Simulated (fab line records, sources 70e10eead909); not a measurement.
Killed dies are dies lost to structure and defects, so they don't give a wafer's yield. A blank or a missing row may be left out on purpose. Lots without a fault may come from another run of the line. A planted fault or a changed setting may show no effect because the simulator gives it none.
A struck lot beside a sound one | flow nand_harc | 13 steps out of a route of 1302
Sound: wafers L912.1, L912.3, L912.6. Struck: wafer L905.3. (L905.2, L905.5 of the same lot were not struck and are left out.) The cause comes at the end.
At each step with rows: each side's tool, then ch and its chambers, then its first start. Under that, the readings that differ: sound wafers | struck wafers | difference of the means | sigmas: that difference in standard deviations of wafers without a fault.
alike: readings whose means differ by less than 2 such deviations, and words and numbers that are the same on both sides. not compared: withheld readings, readings that some wafer has no value for, bounds like >300 that may hide the same value, and numbers for which the record gives no deviation and whose values overlap.
The two part at a step that has a row with sigmas, a row that says differs or no value, or rows on one side only. Numbers that don't overlap but have no deviation are shown without sigmas and don't part them. A reading that every wafer of one side lacks parts them only if that side has two wafers or more.

first, 4 steps without rows for these wafers: NHARC_A_WL_FILL_STRIP_28 (strips in post etch residue remover, time 1200 s); NHARC_A_WL_FILL_PRECLEAN_06 (cleans in DIW, time 300 s); NHARC_A_WL_FILL_SRD_07; NHARC_A_WL_FILL_ANNEAL_08 (time 1800 s).
NHARC_A_WL_FILL_ALD_10: deposits SiO2, target thk 50 nm, pulse time 10 s, ald cycles 500.
  sound on ald_hk-02 ch 0,2, day 29 15:50; struck on ald_hk-01 ch 3, day 26 12:37
  alike: heater_power_w, precursor_pulse_height_rel
NHARC_A_WL_FILL_ETCHBACK_16: etches the open film in C4F8/O2/Ar, target depth 120 nm, time 24 s.
  sound on rie_diel-10 ch 0,3; struck on rie_diel-02 ch 2
  alike: bias_w, chamber_pressure_mTorr, oes_product_au, rf_vpp_V
  not compared: rf_hours_counter_h
NHARC_A_WL_FILL_STRIP_29: strips in O2, time 20 s.
  sound on rie_diel-10 ch 0,3, day 29 22:35; struck on rie_diel-02 ch 0, day 26 16:52
  alike: chamber_pressure_mTorr, drypump_motor_current_A, oes_product_au, rf_vpp_V, showerhead_plenum_p_Torr, throttle_valve_pct
  not compared: rf_hours_counter_h
NHARC_A_WL_FILL_ETCHBACK_17: etches the open film in Cl2/BCl3, target depth 4 nm, time 26.7 s.
  sound on rie_metal-03 ch 0,1, day 29 22:40; struck on rie_metal-03 ch 0, day 26 16:58
  alike: chamber_pressure_mTorr, drypump_motor_current_A, oes_product_au
  not compared: rf_hours_counter_h
then, 3 steps without rows for these wafers: NHARC_A_WL_FILL_PRECLEAN_18 (cleans in dHF, time 30 s); NHARC_A_WL_FILL_SRD_21; NHARC_A_WL_FILL_CVD_23 (deposits poly-Si, target thk 40 nm, time 800 s).
NHARC_A_WL_FILL_ETCHBACK_26: etches the open film in HBr, target depth 52 nm, time 13.3 s.
  sound on rie_si-06 ch 0,1,3, day 30 03:56; struck on rie_si-02 ch 1, day 26 22:42
  reading               | sound             | struck | difference | sigmas
  oes_product_au (a.u.) | 0.993 1.001 1.000 | 0.694  | -0.304     | -43
  alike: bias_w, chamber_pressure_mTorr, drypump_motor_current_A, throttle_valve_pct
  not compared: rf_hours_counter_h
then, 1 step without rows for these wafers: NHARC_A_WL_FILL_PRECLEAN_30 (cleans in dHF, time 10 s).

WHERE THEY PART
Only at NHARC_A_WL_FILL_ETCHBACK_26, within this record.

WHY: what the simulator had put in
Process parameter drift: rie_si-02, from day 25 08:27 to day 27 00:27, at NHARC_A_WL_FILL_ETCHBACK_26. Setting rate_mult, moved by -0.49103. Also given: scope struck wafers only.
